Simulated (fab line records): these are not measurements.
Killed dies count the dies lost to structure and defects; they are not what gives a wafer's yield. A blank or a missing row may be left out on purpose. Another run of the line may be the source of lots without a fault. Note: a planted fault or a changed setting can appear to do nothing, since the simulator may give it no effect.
A lot that was struck, set against a sound lot ; flow n5 finfet ; 36 out of 1938 route steps
Sound: these wafers, L824.1, L824.3, L824.5. The struck wafers were L821.1, L821.2, L821.3. The cause comes at the end.
Each step with rows lists, per side, the tool, then ch with its chambers, then its first start. Under that, the readings that differ: sound wafers ; struck wafers ; difference of the means ; sigmas: that difference in standard deviations of wafers without a fault.
alike: same words and numbers on both sides, and readings whose means sit less than 2 such deviations apart. not compared: any withheld reading, any reading some wafer has no value for, any bound like >300 that may hide the same value, and any number with overlapping values for which the record gives no deviation.
A row with sigmas, a row that says differs or no value, or rows on one side alone: a step with any of these is where the two part. Non-overlapping numbers with no deviation appear without sigmas and do not part them. A reading missing from all wafers of one side parts the sides only when that side holds two or more wafers.

N5_BEOL_M4_THK_MEAS_53: measures by xrf.
  sound on film metro-02, day 12 06:22; struck on film metro-02, day 11 01:22
  alike: M4_THK
N5_BEOL_M4_PRE_CLEAN_60: time 15 s.
  sound on cvd co-02 ch 0,1,2, day 12 06:23; struck on cvd co-02 ch 0, day 11 01:24
  alike: heater power w
then, 3 steps without rows for these wafers: N5_BEOL_M4_CO_CAP_55 (material Co, precursor CCTBA/H2, target thk 2 nm, time 102.1 s); N5_BEOL_M4_PRE_CLEAN_56 (time 15 s); N5_BEOL_M4_DEP_57 (deposits SiCN from 3MS/NH3, target thk 8 nm, time 14 s).
N5_BEOL_M4_RS_MEAS_58: uses a four-point probe to measure.
  sound on film metro-02, day 12 06:37; struck on film metro-02, day 11 01:50
  alike: M4_RS
N5_BEOL_M4_INSPECT_59: inspects for defects (darkfield).
  sound on defect inspect-01, day 12 06:38; struck on defect inspect-02, day 11 01:52
  alike: raw defect count
N5_BEOL_M4_RC_MEAS_101:
  sound on prober-01 ch 0, day 12 06:40; struck on prober-01 ch 0, day 11 01:53
  alike: DIBL_N, DIBL_P, IOFF_N, IOFF_P, ION_N, ION_P, SS_N, SS_P, VT_N, VT_P
then, 1 step without rows for these wafers: N5_BEOL_M5_ILD_DEP_00 (deposits SiCOH lowk from DEMS/porogen, target thk 140.64 nm, time 25.9 s).
N5_BEOL_M5_CURE_79: cures SiCOH lowk, time 240 s.
  sound on uv cure-01 ch 2, day 12 07:41; struck on uv cure-03 ch 0, day 11 02:55
reading;sound;struck;difference;sigmas
wafer_temp_C_max;386.0 385.7 385.7;387.5 387.1 387.5;+1.6;+2
  alike: lamp power pct
N5_BEOL_M5_THK_MEAS_01:
  sound on film metro-02, day 12 08:12; struck on film metro-02, day 11 03:26
  alike: M5_ILD_THK
then, 1 step without rows for these wafers: N5_BEOL_M5_PECVD_70 (deposits SiO2 from TEOS/O2, target thk 16 nm, time 18 s).
N5_BEOL_M5_HM_DEP_02: deposits TiN, target thk 20 nm.
  sound on pvd sputter-01, day 12 11:20; struck on pvd sputter-01, day 11 04:58
  no value came back on the struck wafers for chamber pressure pa (Pa), substrate temp c (C), throttle valve pct (%); on the sound wafers chamber pressure pa (Pa) reads 0.5016 0.5005 0.5010
then, 9 steps without rows for these wafers: N5_BEOL_M5_COAT_59 (time 60 s, resist thk 60 nm); N5_BEOL_M5_COAT_60 (time 60 s, resist thk 12 nm); N5_BEOL_M5_COAT_71 (time 60 s, resist thk 5 nm); N5_BEOL_M5_COAT_05 (resist thk 30 nm); N5_BEOL_M5_EBR_07; N5_BEOL_M5_SOFTBAKE_06 (time 60 s); N5_BEOL_M5_EXPOSE_08 (exposes mask M5, target cd 28 nm); N5_BEOL_M5_PEB_09 (peb time 60 s); N5_BEOL_M5_DEVELOP_10 (develop time 30 s).
N5_BEOL_M5_CD_MEAS_11: target cd 27.74 nm.
  sound on cd sem-01 ch 0, day 12 11:51; struck on cd sem-01 ch 0, day 11 05:21
  alike: cd nm
N5_BEOL_M5_OVL_MEAS_12:
  sound on overlay-02 ch 0, day 12 11:53; struck on overlay-02 ch 0, day 11 05:23
  alike: M5_OVL
N5_BEOL_M5_INSPECT_13: inspects for defects (brightfield).
  sound on defect inspect-01, day 12 11:57; struck on defect inspect-01, day 11 05:26
  alike: raw defect count
then, 2 steps without rows for these wafers: N5_BEOL_M5_DESCUM_16 (chemistry O2, time 7 s); N5_BEOL_M5_ETCH_72 (etches underlayer in N2/H2, target depth 6.5 nm, time 5.2 s).
N5_BEOL_M5_ETCH_61: etches SiARC in CF4, target depth 15.6 nm, time 26 s.
  sound on rie diel-01 ch 1,2, day 12 12:02; struck on rie diel-03 ch 1,2,3, day 11 05:31
  alike: drypump motor current A, etch rf on time s, oes product au, rf vpp V, showerhead plenum p Torr, throttle valve pct
  not compared: rf hours counter h
N5_BEOL_M5_ETCH_62: etches SOC in N2/H2, target depth 75 nm, overetch 15 nm, time 112.5 s.
  sound on rie diel-01 ch 1,2, day 12 12:04; struck on rie diel-03 ch 1,2,3, day 11 05:33
  alike: drypump motor current A, h2 flow sccm, oes product au, rf vpp V, showerhead plenum p Torr, throttle valve pct
  not compared: rf hours counter h
then, 3 steps without rows for these wafers: N5_BEOL_M5_STRIP_63 (strips in N2/H2); N5_BEOL_M5_STRIP_73 (strips in N2/H2); N5_BEOL_M5_STRIP_64 (strips in CF4).
N5_BEOL_M5_HM_OPEN_17: chemistry Cl2/BCl3, target TiN, target depth 20 nm, overetch 6 nm.
  sound on rie metal-01 ch 0,1, day 12 12:14; struck on rie metal-01 ch 0,1, day 11 05:43
reading;sound;struck;difference;sigmas
oes product au (a.u.);0.62 0.64 0.85;0.23 0.28 0.28;-0.44;-4
throttle valve pct (%);22.53 22.53 22.22;23.20 23.18 23.18;+0.76;+3
model.etch.depth nm (nm);19.85 20.26 19.96;0 0 0;-20;
  alike: drypump motor current A
  not compared: rf hours counter h
N5_BEOL_M5_STRIP_19: strips in O2.
  sound on rie diel-01 ch 0,1,3, day 12 12:20; struck on rie diel-01 ch 0,2,3, day 11 05:50
  alike: drypump motor current A, oes product au, rf vpp V, showerhead plenum p Torr, throttle valve pct
  not compared: rf hours counter h
N5_BEOL_M5_CD_MEAS_18: pitch 56 nm, target cd 28 nm.
  sound on cd sem-01, day 12 12:25; struck on cd sem-01, day 11 05:54
reading;sound;struck;difference;sigmas
cd nm (nm);27.7 27.5 27.7;- - -;no value on the struck wafers;
then, 1 step without rows for these wafers: N5_BEOL_M5_COAT_65 (time 60 s, resist thk 60 nm).

== WHERE THEY PART ==
At N5_BEOL_M5_CURE_79 first; at N5_BEOL_M5_CD_MEAS_18 last (within this record only).

WHY: the cause the simulator had injected
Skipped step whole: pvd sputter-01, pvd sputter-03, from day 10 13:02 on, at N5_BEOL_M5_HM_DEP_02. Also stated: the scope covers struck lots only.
